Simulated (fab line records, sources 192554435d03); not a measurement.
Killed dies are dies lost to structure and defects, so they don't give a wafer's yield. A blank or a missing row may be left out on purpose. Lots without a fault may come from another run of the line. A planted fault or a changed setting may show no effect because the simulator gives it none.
Which tool did it? | flow n5_finfet | 12 lots, 36 wafers sampled, at 3 steps of a route of 1938

WHAT THE GAUGES READ, wafer by wafer
N5_PMOS_HMC_CHANNEL_EPI_INSPECT_11: inspects for defects (macro).
lot  | measured    | on                | raw_defect_count
L075 | day 1 23:56 | defect_inspect-01 | 3 1 0
L077 | day 2 12:01 | defect_inspect-01 | 0 2 1
L079 | day 3 00:20 | defect_inspect-02 | 0 1 2
L081 | day 3 11:35 | defect_inspect-01 | 2 4 3
L083 | day 3 23:17 | defect_inspect-01 | 4 2 4
L085 | day 4 11:08 | defect_inspect-01 | 5 1 3
L087 | day 4 23:05 | defect_inspect-02 | 1 3 4
L089 | day 5 11:53 | defect_inspect-01 | 3 2 2
L091 | day 6 00:10 | defect_inspect-01 | 1 2 2
L093 | day 6 11:23 | defect_inspect-01 | 5 1 1
L095 | day 6 23:02 | defect_inspect-01 | 4 4 0
L097 | day 7 12:34 | defect_inspect-02 | 1 0 1

WHICH TOOL RAN EACH LOT (tool, then ch and the chambers of the sampled wafers, then the start)
lot  | N5_ZERO_LAYER_ETCH_18           | N5_WELL_APT_DESCUM_30
L075 | rie_si-01 ch 1,2, day 1 19:12   | rie_diel-04 ch 0,1,3, day 1 21:22
L077 | rie_si-04 ch 2,3, day 2 07:08   | rie_diel-04 ch 0,1,3, day 2 09:15
L079 | rie_si-05 ch 0,3, day 2 18:50   | rie_diel-05 ch 0,1, day 2 21:18
L081 | rie_si-05 ch 0,2,3, day 3 06:55 | rie_diel-05 ch 1,2,3, day 3 09:12
L083 | rie_si-05 ch 2,3, day 3 18:55   | rie_diel-06 ch 1,2, day 3 21:08
L085 | rie_si-05 ch 0,2,3, day 4 06:48 | rie_diel-04 ch 0,2,3, day 4 09:08
L087 | rie_si-04 ch 0,2,3, day 4 18:47 | rie_diel-06 ch 1,2,3, day 4 20:56
L089 | rie_si-04 ch 1,2,3, day 5 07:05 | rie_diel-06 ch 1,2,3, day 5 09:46
L091 | rie_si-05 ch 2,3, day 5 18:55   | rie_diel-04 ch 0,1,3, day 5 22:01
L093 | rie_si-01 ch 0,2,3, day 6 06:47 | rie_diel-04 ch 2,3, day 6 08:46
L095 | rie_si-04 ch 1,2,3, day 6 18:47 | rie_diel-06 ch 0,1,3, day 6 20:49
L097 | rie_si-04 ch 0,2,3, day 7 06:55 | rie_diel-04 ch 0,1,2, day 7 10:17
- N5_ZERO_LAYER_ETCH_18: etches Si in HBr/Cl2, target depth 120 nm, time 40 s.
- N5_WELL_APT_DESCUM_30: chemistry O2, time 7.9 s.

THE ANSWER, worked out from the rows above alone
Rule: what is usual is taken from the lots themselves. Put in order of their means at a reading, lots are off if they are a third of the lots or fewer, leave a main group of 4 or more, and stand apart from it by a gap of 3 or more times the standard deviation of the main group's means; of several such gaps the widest counts. A main group whose means are all the same, to the digits that the tables above print for the reading, isn't used. A lot without any number at a reading at which 4 lots or more have one is off too. The other lots that the step has rows for count as sound.
No lot is off at any reading shown: from this, nothing can be told.

WHAT THE SIMULATOR HAD PUT IN
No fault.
